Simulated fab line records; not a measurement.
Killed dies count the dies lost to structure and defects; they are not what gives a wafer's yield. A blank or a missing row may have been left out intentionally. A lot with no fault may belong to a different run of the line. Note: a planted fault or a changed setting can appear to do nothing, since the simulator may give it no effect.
The same fault as seen by 3 desks    flow n5-finfet    what lay behind the numbers comes last; until then each desk has only its own

== FOR THE TOOL OWNER'S DESK: pvd-sputter-01 ==
The tool's own readings at N5_MIM_TOP_SPUTTER_03 (material TiN, target thk 35 nm, time 89.7 s): means of the sampled wafers that have a number, for each lot that ran on this tool. If a lot's mean is further than 4 standard deviations from the usual mean, the lot is out of limits and carries the mark OUT (the distance appears in the brackets).
Columns: A = throttle-valve-pct at N5_MIM_TOP_SPUTTER_03, usual 30.0 %
lot   first seen here  A
L677  day 12 18:52     29.8
L679  day 13 06:37     30.6
L680  day 13 06:51     30.1
L686  day 14 19:46     30.4
L690  day 15 16:14     30.2
This desk found nothing out of limits on any of the 5 lots.

== THE METROLOGY DESK ==
What the gauges read, lot by lot, whatever tool the lot ran on: means of the sampled wafers that have a number. If a lot's mean is further than 4 standard deviations from the usual mean, the lot is out of limits and carries the mark OUT (the distance appears in the brackets). It has 10 readings; the 7 that lie furthest out on some lot are the ones shown.
Columns: A = DIBL_P at N5_BEOL_M4_RC_MEAS_101, usual 35.4 mV/V; B = IOFF_N at N5_BEOL_M4_RC_MEAS_101, usual 0.152 nA/um; C = IOFF_P at N5_BEOL_M4_RC_MEAS_101, usual 0.20 nA/um; D = ION_N at N5_BEOL_M4_RC_MEAS_101, usual 672 uA/um; E = ION_P at N5_BEOL_M4_RC_MEAS_101, usual 461 uA/um; F = VT_N at N5_BEOL_M4_RC_MEAS_101, usual 251 mV; G = VT_P at N5_BEOL_M4_RC_MEAS_101, usual -251 mV
lot   first seen here  A     B      C     D    E    F    G
L674  day 7 18:44      38.0  0.173  0.24  679  467  248  -246
L675  day 7 23:58      33.6  0.124  0.17  663  458  254  -252
L677  day 8 13:11      35.3  0.146  0.17  670  457  252  -253
L678  day 8 23:14      37.0  0.179  0.19  679  458  250  -254
L679  day 9 02:27      37.8  0.205  0.28  688  479  244  -243
L680  day 9 08:35      36.6  0.159  0.23  679  467  248  -247
L681  day 9 17:50      36.3  0.157  0.20  677  462  248  -250
L686  day 11 00:10     34.4  0.137  0.16  654  446  252  -256
L690  day 11 21:49     33.8  0.122  0.17  658  457  255  -251
L693  day 12 11:26     33.8  0.131  0.18  670  459  253  -253
L697  day 14 06:29     33.5  0.119  0.19  665  461  255  -251
This desk found nothing out of limits on any of the 11 lots.

== THE DEFECT DESK ==
For each lot, the counts of the inspections along the route, averaged over the sampled wafers that have a number. If a lot's mean is further than 4 standard deviations from the usual mean, the lot is out of limits and carries the mark OUT (the distance appears in the brackets).
Columns: A = raw-defect-count at N5_MIM_BOT_LITHO_INSPECT_12, usual 2.1
lot   first seen here  A
L674  day 12 00:50     2.0
L675  day 12 08:15     1.7
L677  day 12 20:28     2.3
L678  day 12 22:53     0.7
L679  day 13 07:49     2.0
L680  day 13 08:10     3.3
L681  day 13 09:35     2.3
L686  day 15 01:41     1.0
L693  day 16 01:14     2.7
L697  day 18 02:54     1.3
This desk found nothing out of limits on any of the 10 lots.

== PUT TOGETHER ==
The tool owner's desk saw nothing out of limits.
Metrology desk: nothing out of limits seen.
Nothing the defect desk looked at was out of limits.

== WHAT THE SIMULATOR HAD PUT IN ==
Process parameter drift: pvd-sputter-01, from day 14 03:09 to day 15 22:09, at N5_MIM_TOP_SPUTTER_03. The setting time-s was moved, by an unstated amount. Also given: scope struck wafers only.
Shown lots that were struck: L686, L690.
